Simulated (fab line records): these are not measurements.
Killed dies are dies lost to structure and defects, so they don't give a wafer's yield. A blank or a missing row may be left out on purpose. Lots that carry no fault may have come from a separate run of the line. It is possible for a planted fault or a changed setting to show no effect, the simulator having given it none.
Comparing a struck lot with a sound one + flow nandHarc + 44 steps out of a route of 1159
Sound: the wafers L485.1, L485.4, L485.5. Wafers struck: L476.1, L476.5, L476.6. The cause is given at the end.
At each step with rows: each side's tool, then ch and its chambers, then its first start. Under that, the readings that differ: sound wafers + struck wafers + difference of the means + sigmas: that difference in standard deviations of wafers without a fault.
alike: readings with means less than 2 such deviations apart, plus words and numbers identical on both sides. not compared: withheld readings, readings lacking a value on some wafer, bounds such as >300 that could conceal the same value, and numbers that have no deviation in the record and whose values overlap.
A row with sigmas, a row that says differs or no value, or rows on one side alone: a step with any of these is where the two part. Non-overlapping numbers with no deviation appear without sigmas and do not part them. Lack of a reading on every wafer of one side parts them only where that side has two or more wafers.

first, 7 steps without rows for these wafers: NHARC_P_GATE_HMDS_39 (time 30 s); NHARC_P_GATE_COAT_40; NHARC_P_GATE_SOFTBAKE_41 (time 95 s); NHARC_P_GATE_EBR_42; NHARC_P_GATE_EXPOSE_43 (exposes mask P NSD, target cd 720 nm); NHARC_P_GATE_PEB_44 (peb time 85 s); NHARC_P_GATE_DEVELOP_45 (time 70 s).
NHARC_P_GATE_CD_MEAS_46: target cd 720 nm.
  sound on cdSem-03 ch 0, day 9 21:13; struck on cdSem-03 ch 0, day 8 17:57
  alike: cdNm
then, 1 step without rows for these wafers: NHARC_P_GATE_HARDBAKE_47 (time 80 s).
NHARC_P_GATE_DESCUM_48: chemistry O2, time 3 s.
  sound on rieDiel-12 ch 0,2, day 9 21:22; struck on rieDiel-11 ch 0,1,3, day 8 18:09
| reading             | sound             | struck            | difference | sigmas |
|---------------------|-------------------|-------------------|------------|--------|
| oesProductAu (a.u.) | 0.993 0.991 0.985 | 1.007 0.998 1.023 | +0.020     | +2     |
  alike: drypumpMotorCurrentA, rfVppV, showerheadPlenumPTorr, throttleValvePct
  not compared: rfHoursCounterH
after that, 1 step had no rows for these wafers: NHARC_P_GATE_IMPLANT_49.
NHARC_P_GATE_STRIP_111: strips in N2/H2, time 250 s.
  sound on plasmaAsher-02 ch 0,1, day 9 21:53; struck on plasmaAsher-01 ch 0,1, day 8 18:43
  alike: drypumpMotorCurrentA, heaterPowerW, tempC
  not compared: rfHoursCounterH
NHARC_P_GATE_STRIP_75: strips in O2.
  sound on plasmaAsher-02 ch 0,1, day 9 22:08; struck on plasmaAsher-01 ch 0,1, day 8 18:58
  alike: drypumpMotorCurrentA, heaterPowerW, tempC
  not compared: rfHoursCounterH
then, 9 steps without rows for these wafers: NHARC_P_GATE_STRIP_50 (strips in SPM, time 900 s); NHARC_P_GATE_DEHYDRATE_51 (time 120 s); NHARC_P_GATE_HMDS_52 (time 30 s); NHARC_P_GATE_COAT_53; NHARC_P_GATE_SOFTBAKE_54 (time 95 s); NHARC_P_GATE_EBR_55; NHARC_P_GATE_EXPOSE_56 (exposes mask P PSD, target cd 720 nm); NHARC_P_GATE_PEB_57 (peb time 85 s); NHARC_P_GATE_DEVELOP_58 (time 70 s).
NHARC_P_GATE_CD_MEAS_59: target cd 720 nm.
  sound on cdSem-03 ch 0, day 9 23:06; struck on cdSem-02 ch 0, day 8 19:53
  alike: cdNm
then, 1 step without rows for these wafers: NHARC_P_GATE_HARDBAKE_60 (time 80 s).
NHARC_P_GATE_DESCUM_61: chemistry O2, time 3 s.
  sound on rieDiel-02 ch 1,2, day 9 23:16; struck on rieDiel-12 ch 2,3, day 8 20:04
  alike: drypumpMotorCurrentA, oesProductAu, rfVppV, showerheadPlenumPTorr, throttleValvePct
  not compared: rfHoursCounterH
then, 2 steps without rows for these wafers: NHARC_P_GATE_IMPLANT_62; NHARC_P_GATE_STRIP_112 (strips in N2/H2, time 200 s).
NHARC_P_GATE_STRIP_76: strips in O2.
  sound on plasmaAsher-02 ch 1, day 9 23:54; struck on plasmaAsher-01 ch 0,1, day 8 21:32
  alike: drypumpMotorCurrentA, heaterPowerW, tempC
  not compared: rfHoursCounterH
then, 9 steps without rows for these wafers: NHARC_P_GATE_STRIP_63 (strips in SPM, time 900 s); NHARC_P_GATE_DEHYDRATE_83 (time 120 s); NHARC_P_GATE_HMDS_84 (time 30 s); NHARC_P_GATE_COAT_85; NHARC_P_GATE_SOFTBAKE_86 (time 95 s); NHARC_P_GATE_EBR_87; NHARC_P_GATE_EXPOSE_88 (exposes mask P HVN, target cd 2000 nm); NHARC_P_GATE_PEB_89 (peb time 85 s); NHARC_P_GATE_DEVELOP_90 (time 70 s).
NHARC_P_GATE_CD_MEAS_91: target cd 2000 nm.
  sound on cdSem-01 ch 0, day 10 00:49; struck on cdSem-01 ch 0, day 8 22:19
  alike: cdNm
then, 1 step without rows for these wafers: NHARC_P_GATE_HARDBAKE_92 (time 80 s).
NHARC_P_GATE_DESCUM_93: chemistry O2, time 3 s.
  sound on rieDiel-02 ch 0,3, day 10 01:01; struck on rieDiel-12 ch 0,2,3, day 8 22:34
  alike: drypumpMotorCurrentA, oesProductAu, rfVppV, showerheadPlenumPTorr, throttleValvePct
  not compared: rfHoursCounterH
then, 2 steps without rows for these wafers: NHARC_P_GATE_IMPLANT_94; NHARC_P_GATE_STRIP_113 (strips in N2/H2, time 740 s).
NHARC_P_GATE_INSPECT_68:
  sound: defectInspect-01 at day 10 04:02; struck: defectInspect-02 at day 9 01:27
| reading        | sound       | struck       | difference | sigmas |
|----------------|-------------|--------------|------------|--------|
| rawDefectCount | 176 146 291 | 1026 837 873 | +708       | +8     |
-- the record jumps here: 14 days lie between the struck wafers' starts before and after (it left off in module P_GATE and takes up again in module END, whose first step shown is number 1159 of the route) --
NHARC_END_SORT_01:
  here the record holds rows for the struck wafers (prober-01 ch 0, day 22 15:26) but none for the sound ones

WHERE THEY PART
First at NHARC_P_GATE_DESCUM_48; last, within this record, at NHARC_END_SORT_01.

WHY: what the simulator had put in
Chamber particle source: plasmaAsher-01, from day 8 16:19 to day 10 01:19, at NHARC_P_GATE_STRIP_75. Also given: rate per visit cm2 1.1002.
